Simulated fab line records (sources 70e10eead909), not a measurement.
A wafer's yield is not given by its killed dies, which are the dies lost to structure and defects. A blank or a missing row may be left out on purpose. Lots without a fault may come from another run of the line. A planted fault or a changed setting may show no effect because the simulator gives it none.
What tool caused it? || flow nandHarc || 13 lots, 39 wafers sampled, at 6 steps of a route of 1159

== WHAT EACH GAUGE READ, for each wafer ==
NHARC_P_GATE_CD_MEAS_46: target cd 720 nm.
{"lot": "L933", "measured": "day 5 04:25", "on": "cdSem-01", "cdNm (nm)": "718.3 719.9 718.2"}
{"lot": "L936", "measured": "day 5 17:37", "on": "cdSem-02", "cdNm (nm)": "718.7 715.3 717.6"}
{"lot": "L937", "measured": "day 6 04:31", "on": "cdSem-02", "cdNm (nm)": "722.9 718.1 717.5"}
{"lot": "L939", "measured": "day 6 20:45", "on": "cdSem-02", "cdNm (nm)": "716.6 714.7 716.6"}
{"lot": "L942", "measured": "day 7 01:44", "on": "cdSem-01", "cdNm (nm)": "717.8 719.3 720.8"}
{"lot": "L948", "measured": "day 9 03:52", "on": "cdSem-02", "cdNm (nm)": "717.8 716.8 715.2"}
{"lot": "L950", "measured": "day 9 10:59", "on": "cdSem-02", "cdNm (nm)": "717.5 722.3 717.7"}
{"lot": "L951", "measured": "day 9 11:42", "on": "cdSem-01", "cdNm (nm)": "716.5 716.7 716.1"}
{"lot": "L952", "measured": "day 9 19:20", "on": "cdSem-02", "cdNm (nm)": "715.1 718.5 713.1"}
{"lot": "L953", "measured": "day 10 08:10", "on": "cdSem-03", "cdNm (nm)": "718.7 719.8 714.5"}
{"lot": "L954", "measured": "day 10 13:03", "on": "cdSem-02", "cdNm (nm)": "719.1 718.4 719.4"}
{"lot": "L955", "measured": "day 10 15:48", "on": "cdSem-03", "cdNm (nm)": "720.0 714.4 716.5"}
{"lot": "L956", "measured": "day 11 10:17", "on": "cdSem-02", "cdNm (nm)": "718.5 720.0 720.8"}

NHARC_P_GATE_INSPECT_68.
{"lot": "L933", "measured": "day 5 11:23", "on": "defectInspect-01", "rawDefectCount": "289 271 207"}
{"lot": "L936", "measured": "day 6 00:25", "on": "defectInspect-01", "rawDefectCount": "153 198 265"}
{"lot": "L937", "measured": "day 6 11:06", "on": "defectInspect-02", "rawDefectCount": "481 480 514"}
{"lot": "L939", "measured": "day 7 03:24", "on": "defectInspect-01", "rawDefectCount": "528 544 605"}
{"lot": "L942", "measured": "day 7 08:29", "on": "defectInspect-01", "rawDefectCount": "511 622 519"}
{"lot": "L948", "measured": "day 9 10:37", "on": "defectInspect-01", "rawDefectCount": "264 248 276"}
{"lot": "L950", "measured": "day 9 20:31", "on": "defectInspect-01", "rawDefectCount": "256 279 401"}
{"lot": "L951", "measured": "day 9 20:48", "on": "defectInspect-02", "rawDefectCount": "183 143 158"}
{"lot": "L952", "measured": "day 10 02:05", "on": "defectInspect-02", "rawDefectCount": "192 313 199"}
{"lot": "L953", "measured": "day 10 14:53", "on": "defectInspect-01", "rawDefectCount": "109 121 149"}
{"lot": "L954", "measured": "day 10 19:55", "on": "defectInspect-01", "rawDefectCount": "262 187 280"}
{"lot": "L955", "measured": "day 10 22:13", "on": "defectInspect-01", "rawDefectCount": "188 231 168"}
{"lot": "L956", "measured": "day 11 16:47", "on": "defectInspect-01", "rawDefectCount": "448 188 275"}

NHARC_END_SORT_01.
{"lot": "L937", "measured": "day 20 06:20", "on": "prober-02", "killedAtArray": "25 26 15", "killedAtOther": "0 1 0", "killedAtPeriphery": "52 39 77", "killedDies": "77 66 92", "killedOpen": "2 3 2", "killedShort": "1 5 1"}
{"lot": "L939", "measured": "day 20 15:52", "on": "prober-01", "killedAtArray": "39 32 30", "killedAtOther": "0 0 1", "killedAtPeriphery": "72 74 45", "killedDies": "111 106 76", "killedOpen": "3 3 1", "killedShort": "0 2 2"}
{"lot": "L942", "measured": "day 21 00:04", "on": "prober-01", "killedAtArray": "30 20 32", "killedAtOther": "1 1 0", "killedAtPeriphery": "36 71 85", "killedDies": "67 92 117", "killedOpen": "0 0 4", "killedShort": "0 0 0"}

== TOOL THAT RAN EACH LOT (tool first, then ch and the chambers of the sampled wafers, then the start) ==
{"lot": "L933", "NHARC_P_GATE_PRECLEAN_97": "wetBench-09 ch 0,5,7, day 5 03:35", "NHARC_P_GATE_STRIP_111": "plasmaAsher-02 ch 0,1, day 5 05:02", "NHARC_P_GATE_STRIP_76": "plasmaAsher-02 ch 0,1, day 5 07:07"}
{"lot": "L936", "NHARC_P_GATE_PRECLEAN_97": "wetBench-09 ch 3,4,7, day 5 16:48", "NHARC_P_GATE_STRIP_111": "plasmaAsher-01 ch 0,1, day 5 18:14", "NHARC_P_GATE_STRIP_76": "plasmaAsher-02 ch 0,1, day 5 20:26"}
{"lot": "L937", "NHARC_P_GATE_PRECLEAN_97": "wetBench-09 ch 0,2,3, day 6 03:41", "NHARC_P_GATE_STRIP_111": "plasmaAsher-01 ch 0,1, day 6 05:16", "NHARC_P_GATE_STRIP_76": "plasmaAsher-02 ch 0,1, day 6 07:07"}
{"lot": "L939", "NHARC_P_GATE_PRECLEAN_97": "wetBench-09 ch 0,1,3, day 6 19:55", "NHARC_P_GATE_STRIP_111": "plasmaAsher-02 ch 0,1, day 6 21:25", "NHARC_P_GATE_STRIP_76": "plasmaAsher-02 ch 0,1, day 6 23:23"}
{"lot": "L942", "NHARC_P_GATE_PRECLEAN_97": "wetBench-09 ch 0,2,7, day 7 00:54", "NHARC_P_GATE_STRIP_111": "plasmaAsher-01 ch 0,1, day 7 02:16", "NHARC_P_GATE_STRIP_76": "plasmaAsher-01 ch 0,1, day 7 04:20"}
{"lot": "L948", "NHARC_P_GATE_PRECLEAN_97": "wetBench-09 ch 1,3,7, day 9 03:11", "NHARC_P_GATE_STRIP_111": "plasmaAsher-02 ch 0,1, day 9 04:26", "NHARC_P_GATE_STRIP_76": "plasmaAsher-02 ch 0,1, day 9 06:28"}
{"lot": "L950", "NHARC_P_GATE_PRECLEAN_97": "wetBench-07 ch 1,2,6, day 9 10:10", "NHARC_P_GATE_STRIP_111": "plasmaAsher-02 ch 0,1, day 9 11:34", "NHARC_P_GATE_STRIP_76": "plasmaAsher-01 ch 0,1, day 9 13:46"}
{"lot": "L951", "NHARC_P_GATE_PRECLEAN_97": "wetBench-07 ch 0,2,6, day 9 10:52", "NHARC_P_GATE_STRIP_111": "plasmaAsher-02 ch 0,1, day 9 12:20", "NHARC_P_GATE_STRIP_76": "plasmaAsher-02 ch 0,1, day 9 14:38"}
{"lot": "L952", "NHARC_P_GATE_PRECLEAN_97": "wetBench-09 ch 2,6,7, day 9 18:38", "NHARC_P_GATE_STRIP_111": "plasmaAsher-01 ch 0,1, day 9 20:02", "NHARC_P_GATE_STRIP_76": "plasmaAsher-02 ch 0,1, day 9 21:53"}
{"lot": "L953", "NHARC_P_GATE_PRECLEAN_97": "wetBench-05 ch 2,5,6, day 10 07:20", "NHARC_P_GATE_STRIP_111": "plasmaAsher-02 ch 0,1, day 10 08:42", "NHARC_P_GATE_STRIP_76": "plasmaAsher-01 ch 0,1, day 10 10:43"}
{"lot": "L954", "NHARC_P_GATE_PRECLEAN_97": "wetBench-09 ch 4,6,7, day 10 12:21", "NHARC_P_GATE_STRIP_111": "plasmaAsher-01 ch 0, day 10 13:35", "NHARC_P_GATE_STRIP_76": "plasmaAsher-02 ch 0,1, day 10 15:38"}
{"lot": "L955", "NHARC_P_GATE_PRECLEAN_97": "wetBench-07 ch 0,4,7, day 10 14:58", "NHARC_P_GATE_STRIP_111": "plasmaAsher-02 ch 0,1, day 10 16:22", "NHARC_P_GATE_STRIP_76": "plasmaAsher-02 ch 0,1, day 10 18:13"}
{"lot": "L956", "NHARC_P_GATE_PRECLEAN_97": "wetBench-07 ch 0,2,6, day 11 09:35", "NHARC_P_GATE_STRIP_111": "plasmaAsher-01 ch 0,1, day 11 10:55", "NHARC_P_GATE_STRIP_76": "plasmaAsher-02 ch 0,1, day 11 12:44"}
- NHARC_P_GATE_PRECLEAN_97: cleans in SPM, time 600 s.
- NHARC_P_GATE_STRIP_111: strips in N2/H2, time 250 s.
- NHARC_P_GATE_STRIP_76: strips in O2.

== WHAT THE TOOLS THEMSELVES READ (means of the sampled wafers that have a number; where no wafer has one, the mark that the record gives instead) ==
NHARC_P_GATE_STRIP_111.
{"lot": "L933", "tool": "plasmaAsher-02", "drypumpMotorCurrentA (A)": 5.6, "heaterPowerW (W)": 93}
{"lot": "L936", "tool": "plasmaAsher-01", "drypumpMotorCurrentA (A)": 5.6, "heaterPowerW (W)": 84}
{"lot": "L937", "tool": "plasmaAsher-01", "drypumpMotorCurrentA (A)": 5.6, "heaterPowerW (W)": 89}
{"lot": "L939", "tool": "plasmaAsher-02", "drypumpMotorCurrentA (A)": 5.6, "heaterPowerW (W)": 93}
{"lot": "L942", "tool": "plasmaAsher-01", "drypumpMotorCurrentA (A)": 5.6, "heaterPowerW (W)": 84}
{"lot": "L948", "tool": "plasmaAsher-02", "drypumpMotorCurrentA (A)": 5.8, "heaterPowerW (W)": 86}
{"lot": "L950", "tool": "plasmaAsher-02", "drypumpMotorCurrentA (A)": 5.6, "heaterPowerW (W)": 88}
{"lot": "L951", "tool": "plasmaAsher-02", "drypumpMotorCurrentA (A)": 5.6, "heaterPowerW (W)": 89}
{"lot": "L952", "tool": "plasmaAsher-01", "drypumpMotorCurrentA (A)": 5.6, "heaterPowerW (W)": 90}
{"lot": "L953", "tool": "plasmaAsher-02", "drypumpMotorCurrentA (A)": 5.6, "heaterPowerW (W)": 88}
{"lot": "L954", "tool": "plasmaAsher-01", "drypumpMotorCurrentA (A)": 5.5, "heaterPowerW (W)": 79}
{"lot": "L955", "tool": "plasmaAsher-02", "drypumpMotorCurrentA (A)": 5.6, "heaterPowerW (W)": 88}
{"lot": "L956", "tool": "plasmaAsher-01", "drypumpMotorCurrentA (A)": 5.6, "heaterPowerW (W)": 85}

NHARC_P_GATE_STRIP_76.
{"lot": "L933", "tool": "plasmaAsher-02", "drypumpMotorCurrentA (A)": 5.6, "heaterPowerW (W)": 348}
{"lot": "L936", "tool": "plasmaAsher-02", "drypumpMotorCurrentA (A)": 5.8, "heaterPowerW (W)": 330}
{"lot": "L937", "tool": "plasmaAsher-02", "drypumpMotorCurrentA (A)": 5.6, "heaterPowerW (W)": 350}
{"lot": "L939", "tool": "plasmaAsher-02", "drypumpMotorCurrentA (A)": 5.6, "heaterPowerW (W)": 348}
{"lot": "L942", "tool": "plasmaAsher-01", "drypumpMotorCurrentA (A)": 5.6, "heaterPowerW (W)": 319}
{"lot": "L948", "tool": "plasmaAsher-02", "drypumpMotorCurrentA (A)": 5.8, "heaterPowerW (W)": 321}
{"lot": "L950", "tool": "plasmaAsher-01", "drypumpMotorCurrentA (A)": 5.6, "heaterPowerW (W)": 335}
{"lot": "L951", "tool": "plasmaAsher-02", "drypumpMotorCurrentA (A)": 5.8, "heaterPowerW (W)": 324}
{"lot": "L952", "tool": "plasmaAsher-02", "drypumpMotorCurrentA (A)": 5.8, "heaterPowerW (W)": 323}
{"lot": "L953", "tool": "plasmaAsher-01", "drypumpMotorCurrentA (A)": 5.6, "heaterPowerW (W)": 315}
{"lot": "L954", "tool": "plasmaAsher-02", "drypumpMotorCurrentA (A)": 5.8, "heaterPowerW (W)": 323}
{"lot": "L955", "tool": "plasmaAsher-02", "drypumpMotorCurrentA (A)": 5.6, "heaterPowerW (W)": 333}
{"lot": "L956", "tool": "plasmaAsher-02", "drypumpMotorCurrentA (A)": 5.6, "heaterPowerW (W)": 331}

== THE ANSWER, worked out from the rows above alone ==
Rule: the lots themselves supply what counts as usual. Put in order of their means at a reading, lots are off if they are a third of the lots or fewer, leave a main group of 4 or more, and stand apart from it by a gap of 3 or more times the standard deviation of the main group's means; of several such gaps the widest counts. The tables above print the reading to a certain number of digits; a main group whose means all agree to those digits is not used. Also off: a lot with no number at a reading for which 4 or more lots have one. Where the step has rows for the other lots, those lots are counted as sound. After the gauges, taken in route order, come the tools' own readings; for these a lot's mean is taken, as printed above. The first step at which some lot is off is used, and at that step the reading that is off furthest; a lot without a number counts as furthest.
Off: L937, L939, L942 (NHARC_P_GATE_INSPECT_68, rawDefectCount). The main group has a mean of 230 with a standard deviation of 56.
A tool fits if, at a process step before that reading, it ran every lot that is off, and no sound lot after the first of them. Those tools and the gauges at NHARC_P_GATE_INSPECT_68 are tried in the same way. No candidate that was tried fits.

== WHAT HAD BEEN PUT IN BY THE SIMULATOR ==
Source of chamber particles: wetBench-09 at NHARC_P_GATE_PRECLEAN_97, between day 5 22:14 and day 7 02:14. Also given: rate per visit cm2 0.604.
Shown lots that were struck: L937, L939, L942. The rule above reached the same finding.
